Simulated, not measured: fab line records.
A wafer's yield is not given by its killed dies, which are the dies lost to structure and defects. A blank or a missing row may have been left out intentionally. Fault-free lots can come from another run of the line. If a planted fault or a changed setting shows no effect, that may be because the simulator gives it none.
Lot-split experiment	flow n5-finfet	on a route of 1938 steps: 7 lots, 39 wafers read

## THE SPLIT ITSELF
At N5_BEOL_M0_SAQP_PECVD_04 (deposits a-Si from SiH4/He, target thk 60 nm, time 60.2 s), the setting time-s was moved away from the recipe's 60.2 s on 12 of the 39 wafers read, by -44.6% to +50.0%. All remaining wafers had this setting at the recipe value.

## FROM THE SPLIT TO THE READING: what the file shows between them, 5 steps
- N5_BEOL_M0_SAQP_THK_MEAS_05
- N5_BEOL_M0_SAQP_HM_DEP_111: deposits SiO2 from SiH4/N2O, target thk 12 nm, time 7.2 s
- N5_BEOL_M0_SAQP_COAT_81: time 60 s, resist thk 100 nm
- N5_BEOL_M0_SAQP_HM_OPEN_112: chemistry CHF3/O2, target SiO2, stops on a-Si, target depth 12 nm, time 13.5 s
- N5_BEOL_M0_SAQP_STRIP_113: strips in CHF3/O2

## THE READING
oes-product-au, in a.u., at N5_BEOL_M0_SAQP_MANDREL_ETCH_20 (etches a-Si in HBr/Cl2, stops on SiNx, target depth 60 nm, bt time 10 s, time 30 s). A value of 0.776 a.u. with a standard deviation of 0.012 a.u. is what fault-free wafers of this fab line usually give.

wafer	tool, chamber at the split	time-s as run, s	against the recipe	oes-product-au, a.u.	against lot-mates on the recipe
L075.1	pecvd-03, 0	90.27	+50.0%	0.992	+0.208
L075.2	pecvd-03, 2	60.2	recipe	0.755	-
L075.3	pecvd-03, 1	90.27	+50.0%	0.998	+0.214
L075.4	pecvd-03, 0	60.2	recipe	0.796	-
L075.5	pecvd-03, 2	90.27	+50.0%	1.032	+0.248
L075.6	pecvd-03, 1	60.2	recipe	0.800	-
L077.1	pecvd-03, 1	60.2	recipe	0.772	-
L077.3	pecvd-03, 0	60.2	recipe	0.786	-
L077.6	pecvd-03, 0	60.2	recipe	0.773	-
L079.1	pecvd-03, 1,2	60.2	recipe	0.782	-
L079.2	pecvd-03, 1,2	60.2	recipe	0.792	-
L079.3	pecvd-03, 0	60.2	recipe	0.759	-
L079.4	pecvd-03, 0	60.2	recipe	0.775	-
L079.5	pecvd-03, 2	60.2	recipe	0.805	-
L079.6	pecvd-03, 1	60.2	recipe	0.793	-
L083.1	pecvd-04, 0	60.2	recipe	0.762	-
L083.2	pecvd-04, 1	33.35	-44.6%	0.571	-0.192
L083.3	pecvd-04, 2	33.35	-44.6%	0.571	-0.192
L083.4	pecvd-04, 2	60.2	recipe	0.756	-
L083.5	pecvd-04, 1	33.35	-44.6%	0.560	-0.203
L083.6	pecvd-04, 0	60.2	recipe	0.772	-
L091.1	pecvd-01, 1,2	71.79	+19.3%	0.846	+0.078
L091.2	pecvd-01, 0	60.2	recipe	0.771	-
L091.3	pecvd-01, 1,2	71.79	+19.3%	0.847	+0.079
L091.4	pecvd-01, 1	71.79	+19.3%	0.852	+0.084
L091.5	pecvd-01, 2	60.2	recipe	0.770	-
L091.6	pecvd-01, 0	60.2	recipe	0.764	-
L092.1	pecvd-04, 1	38.71	-35.7%	0.605	-0.160
L092.2	pecvd-04, 0	38.71	-35.7%	0.623	-0.142
L092.3	pecvd-04, 1,0	60.2	recipe	0.753	-
L092.4	pecvd-04, 0	38.71	-35.7%	0.612	-0.153
L092.5	pecvd-04, 1,0	60.2	recipe	0.758	-
L092.6	pecvd-04, 1	60.2	recipe	0.784	-
L094.1	pecvd-03, 0,2	60.2	recipe	0.772	-
L094.2	pecvd-03, 1	60.2	recipe	0.761	-
L094.3	pecvd-03, 0,2	60.2	recipe	0.777	-
L094.4	pecvd-03, 0	60.2	recipe	0.784	-
L094.5	pecvd-03, 1	60.2	recipe	0.791	-
L094.6	pecvd-03, 2	60.2	recipe	0.773	-
When a row names more than one chamber, that row covers several wafers, and the file does not tell which wafer ran in which chamber.

FIT RESULTS
A straight line over all 39 wafers: oes-product-au changes by +0.00458 a.u. for each +1% of time-s; r = +0.99; the points scatter about the line by 0.014 a.u.
The same after taking each lot's own level away (the mean of its wafers on the recipe; 39 wafers): +0.00438 a.u. for each +1%; r = +0.99; scatter 0.012 a.u.
The reading moves by 0.22 a.u. for the largest change in time-s, on that fit.
The span of the lots' own levels, 0.7633 to 0.7843 a.u., comes to 1.8 times the standard deviation stated above.
So the lot-to-lot level changes the slope little: the two slopes agree.
Check: +0.222 a.u. against its lot-mates is what the line predicts for one of the wafers moved furthest among these (+50.0%) when that wafer is left out of the fit. It came out at +0.208 a.u. against them.

## FURTHER SPLITS ON THESE WAFERS
These wafers also went through other splits before the reading. Each is held against what the fit with the lots' levels taken away leaves over:
other split on the same wafers	wafers away from the commonest value	r with oes-product-au (lot level and that fit taken away)
N5_MOL_CONTACT_COAG_PRECLEAN_111 time-s	18	-0.08

## THE WHOLE CHAIN: every reading that the file lists as answering this split, in the file's order
step	what it does	reading	change (the file's fit)	r (the file's)
N5_BEOL_M0_SAQP_PECVD_04	deposits a-Si from SiH4/He, target thk 60 nm, time 60.2 s	a-Si_of_BEOL_M0_SAQP_PECVD_04.thk-nm (the simulator's own value, which no gauge read)	+0.604 nm for each +1% of the setting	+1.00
N5_BEOL_M0_SAQP_THK_MEAS_05		thk-nm	withheld for each +1% of the setting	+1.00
N5_BEOL_M0_SAQP_MANDREL_ETCH_20	etches a-Si in HBr/Cl2, stops on SiNx, target depth 60 nm, bt time 10 s, time 30 s	oes-product-au	+0.00439 a.u. for each +1% of the setting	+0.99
N5_BEOL_M0_SAQP_MANDREL_ETCH_20	etches a-Si in HBr/Cl2, stops on SiNx, target depth 60 nm, bt time 10 s, time 30 s	etch.depth-nm (the simulator's own value, which no gauge read)	+0.603 nm for each +1% of the setting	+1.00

## FILE'S OWN FIT
oes-product-au changes by +0.00439 a.u. for each +1% of time-s, r = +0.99.
